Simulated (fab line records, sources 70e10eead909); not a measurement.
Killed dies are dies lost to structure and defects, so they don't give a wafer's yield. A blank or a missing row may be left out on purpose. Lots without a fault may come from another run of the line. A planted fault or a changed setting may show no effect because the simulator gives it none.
Which tool did it? | flow nand_harc | 11 lots, 33 wafers sampled, at 7 steps of a route of 1302

WHAT THE GAUGES READ, wafer by wafer
NHARC_P_M0_CD_MEAS_09: target cd 90 nm.
lot  | measured     | on        | cd_nm (nm)
L878 | day 6 05:41  | cd_sem-03 | 89.2 90.4 89.8
L879 | day 6 18:11  | cd_sem-03 | 90.2 89.7 89.4
L881 | day 7 07:44  | cd_sem-02 | 91.2 89.9 90.4
L882 | day 7 21:49  | cd_sem-01 | 90.4 90.3 90.4
L883 | day 8 02:37  | cd_sem-02 | 100.9 101.2 99.9 100.7 101.2 99.8
L891 | day 12 07:16 | cd_sem-02 | 97.9 100.0 98.6 97.7 99.7 98.1
L893 | day 12 15:57 | cd_sem-01 | 90.0 91.0 91.1
L894 | day 12 21:15 | cd_sem-03 | 90.7 90.6 90.7
L896 | day 13 14:49 | cd_sem-01 | 89.8 89.4 89.6
L897 | day 14 00:35 | cd_sem-01 | 90.0 90.5 90.0
L898 | day 14 12:52 | cd_sem-03 | 89.4 89.8 89.3

NHARC_P_M0_INSPECT_11.
lot  | measured     | on                | raw_defect_count
L878 | day 6 05:49  | defect_inspect-02 | 10 6 4
L879 | day 6 18:18  | defect_inspect-01 | 4 3 2
L881 | day 7 07:52  | defect_inspect-02 | 5 3 3
L882 | day 7 21:56  | defect_inspect-01 | 4 7 5
L883 | day 8 09:18  | defect_inspect-02 | 2 2 7
L891 | day 12 11:32 | defect_inspect-02 | 4 2 0
L893 | day 12 16:04 | defect_inspect-01 | 4 4 1
L894 | day 12 21:23 | defect_inspect-01 | 5 5 7
L896 | day 13 14:57 | defect_inspect-01 | 4 8 4
L897 | day 14 00:43 | defect_inspect-02 | 8 1 3
L898 | day 14 12:59 | defect_inspect-01 | 1 7 4

NHARC_P_M0_CD_MEAS_16.
lot  | measured     | on        | cd_nm (nm)
L878 | day 6 06:11  | cd_sem-01 | 88.4 91.0 89.1
L879 | day 6 18:40  | cd_sem-02 | 90.1 89.9 89.8
L881 | day 7 08:14  | cd_sem-01 | 91.4 88.9 90.2
L882 | day 7 22:19  | cd_sem-02 | 90.2 91.0 90.8
L883 | day 8 09:40  | cd_sem-03 | 101.0 100.9 99.8 101.1 100.9 99.7
L891 | day 12 11:56 | cd_sem-02 | 97.3 98.5 97.0 97.7 98.5 97.5
L893 | day 12 16:26 | cd_sem-01 | 89.5 90.2 90.7
L894 | day 12 21:44 | cd_sem-03 | 90.5 89.9 89.9
L896 | day 13 15:19 | cd_sem-01 | 90.3 88.6 89.5
L897 | day 14 01:05 | cd_sem-01 | 90.3 90.7 89.9
L898 | day 14 13:21 | cd_sem-02 | 90.3 89.3 90.0

NHARC_END_SORT_01.
lot  | measured     | on        | defect_limited_yield (%) | killed_at_array | killed_at_other | killed_at_periphery | killed_dies | killed_open | killed_short
L883 | day 26 03:53 | prober-02 | 94.1 92.9                | 37 41           | 0 1             | 3 6                 | 40 48       | 5 5         | 3 3
L891 | day 30 21:43 | prober-02 | 92.2                     | 52              | 0               | 1                   | 53          | 4           | 1

WHICH TOOL RAN EACH LOT (tool, then ch and the chambers of the sampled wafers, then the start)
lot  | NHARC_P_CONTACT_ETCH_18                       | NHARC_P_M0_EXPOSE_06               | NHARC_P_M0_DESCUM_14
L878 | rie_diel-08 ch 0,2, day 6 05:33 or earlier    | arfi_scanner-03 ch 0, day 6 05:33  | rie_diel-13 ch 2,3, day 6 05:53
L879 | rie_diel-08 ch 2,3, day 6 18:02 or earlier    | arfi_scanner-03 ch 0, day 6 18:02  | rie_diel-13 ch 0,1,3, day 6 18:23
L881 | rie_diel-05 ch 1,2,3, day 7 07:36 or earlier  | arfi_scanner-03 ch 0, day 7 07:36  | rie_diel-02 ch 1,2,3, day 7 07:56
L882 | rie_diel-03 ch 1,2,3, day 7 21:41 or earlier  | arfi_scanner-03 ch 0, day 7 21:41  | rie_diel-10 ch 0,2,3, day 7 22:02
L883 | rie_diel-08 ch 0,1, day 8 02:28 or earlier    | arfi_scanner-03 ch 0, day 8 02:28  | rie_diel-10 ch 0,1,2, day 8 09:23
L891 | rie_diel-03 ch 0,3, day 12 07:08 or earlier   | arfi_scanner-03 ch 0, day 12 07:08 | rie_diel-13 ch 1,2,3, day 12 11:38
L893 | rie_diel-05 ch 1,3, day 12 15:49 or earlier   | arfi_scanner-02 ch 0, day 12 15:49 | rie_diel-13 ch 0,1,2, day 12 16:09
L894 | rie_diel-05 ch 0,1, day 12 21:07 or earlier   | arfi_scanner-01 ch 0, day 12 21:07 | rie_diel-13 ch 0,1,3, day 12 21:27
L896 | rie_diel-03 ch 0,1,3, day 13 14:41 or earlier | arfi_scanner-01 ch 0, day 13 14:41 | rie_diel-13 ch 0,1,3, day 13 15:01
L897 | rie_diel-03 ch 1,2, day 14 00:26 or earlier   | arfi_scanner-02 ch 0, day 14 00:26 | rie_diel-02 ch 1,3, day 14 00:47
L898 | rie_diel-08 ch 1,2,3, day 14 12:44 or earlier | arfi_scanner-01 ch 0, day 14 12:44 | rie_diel-02 ch 0,3, day 14 13:03
- NHARC_P_CONTACT_ETCH_18: etches the open film in C4F8/O2/Ar, target depth 481 nm, time 240.5 s.
- NHARC_P_M0_EXPOSE_06: exposes mask P M0, target cd 90 nm.
- NHARC_P_M0_DESCUM_14: chemistry O2, time 3 s.

WHAT THE TOOLS THEMSELVES READ (means of the sampled wafers that have a number; where no wafer has one, the mark that the record gives instead)
NHARC_P_CONTACT_ETCH_18.
lot  | tool        | oes_product_au (a.u.) | rf_vpp_V (V)
L878 | rie_diel-08 | 0.936                 | 978
L879 | rie_diel-08 | 0.981                 | 981
L881 | rie_diel-05 | 0.967                 | 981
L882 | rie_diel-03 | 0.934                 | 978
L883 | rie_diel-08 | 0.987                 | 978
L891 | rie_diel-03 | 0.929                 | 974
L893 | rie_diel-05 | 0.950                 | 981
L894 | rie_diel-05 | 0.962                 | 976
L896 | rie_diel-03 | 0.965                 | 979
L897 | rie_diel-03 | 0.965                 | 979
L898 | rie_diel-08 | 0.983                 | 982

NHARC_P_M0_EXPOSE_06.
lot  | tool            | exposure_dose_mJ_cm2
L878 | arfi_scanner-03 | 81.21
L879 | arfi_scanner-03 | 81.17
L881 | arfi_scanner-03 | 81.26
L882 | arfi_scanner-03 | 81.30
L883 | arfi_scanner-03 | 96.51
L891 | arfi_scanner-03 | 93.45
L893 | arfi_scanner-02 | 81.20
L894 | arfi_scanner-01 | 81.19
L896 | arfi_scanner-01 | 81.15
L897 | arfi_scanner-02 | 81.22
L898 | arfi_scanner-01 | 81.17

NHARC_P_M0_DESCUM_14.
lot  | tool        | drypump_motor_current_A (A) | oes_product_au (a.u.) | rf_vpp_V (V) | showerhead_plenum_p_Torr (Torr) | throttle_valve_pct (%)
L878 | rie_diel-13 | 5.4                         | 1.004                 | 58.2         | 1.97                            | 11.309
L879 | rie_diel-13 | 5.2                         | 0.995                 | 58.2         | 1.85                            | 11.315
L881 | rie_diel-02 | 5.6                         | 1.008                 | 58.4         | 2.00                            | 11.308
L882 | rie_diel-10 | 5.8                         | 1.007                 | 57.4         | 1.94                            | 11.303
L883 | rie_diel-10 | 5.7                         | 1.005                 | 57.8         | 1.88                            | 11.305
L891 | rie_diel-13 | 5.4                         | 0.987                 | 57.7         | 1.93                            | 11.310
L893 | rie_diel-13 | 5.5                         | 0.991                 | 58.6         | 1.92                            | 11.304
L894 | rie_diel-13 | 5.2                         | 0.992                 | 58.3         | 1.85                            | 11.305
L896 | rie_diel-13 | 5.2                         | 0.985                 | 57.2         | 1.85                            | 11.323
L897 | rie_diel-02 | 5.3                         | 0.997                 | 58.6         | 2.00                            | 11.307
L898 | rie_diel-02 | 5.5                         | 1.002                 | 58.2         | 1.88                            | 11.319

THE ANSWER, worked out from the rows above alone
Rule: what is usual is taken from the lots themselves. Put in order of their means at a reading, lots are off if they are a third of the lots or fewer, leave a main group of 4 or more, and stand apart from it by a gap of 3 or more times the standard deviation of the main group's means; of several such gaps the widest counts. A main group whose means are all the same, to the digits that the tables above print for the reading, isn't used. A lot without any number at a reading at which 4 lots or more have one is off too. The other lots that the step has rows for count as sound. The gauges are gone through in route order, then the tools' own readings, and for those a lot's mean is taken as printed above. The first step at which some lot is off is used, and at that step the reading that is off furthest; a lot without a number counts as furthest.
Off: L883, L891, at NHARC_P_M0_CD_MEAS_09 (cd_nm). The main group: mean 90.1 nm, standard deviation 0.44.
A tool fits if, at a process step before that reading, it ran every lot that is off, and no sound lot after the first of them. The gauges at NHARC_P_M0_CD_MEAS_09 aren't tried: what is off there is off at NHARC_P_M0_EXPOSE_06 too, on other tools, and a gauge's error can't cause that. NHARC_P_CONTACT_ETCH_18 gives no start for some lots, so the hours and the order of its lots are those of NHARC_P_M0_EXPOSE_06. One fits: arfi_scanner-03 at NHARC_P_M0_EXPOSE_06. Its last sound lot is L882 (day 7 21:41), its first lot that is off L883 (day 8 02:28): a fault that began between those two fits.
The tool's own readings at NHARC_P_M0_EXPOSE_06 bear it out: on the lots that are off they differ by more than 5 times the standard deviation of the sound lots' means. exposure_dose_mJ_cm2 reads 94.98 there against 81.21 on the sound lots.

WHAT THE SIMULATOR HAD PUT IN
Process parameter drift: arfi_scanner-03, from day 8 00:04 on, at NHARC_P_M0_EXPOSE_06. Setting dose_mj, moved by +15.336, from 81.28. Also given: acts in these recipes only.
Lots struck among those shown: L883, L891. The rule above found the same.
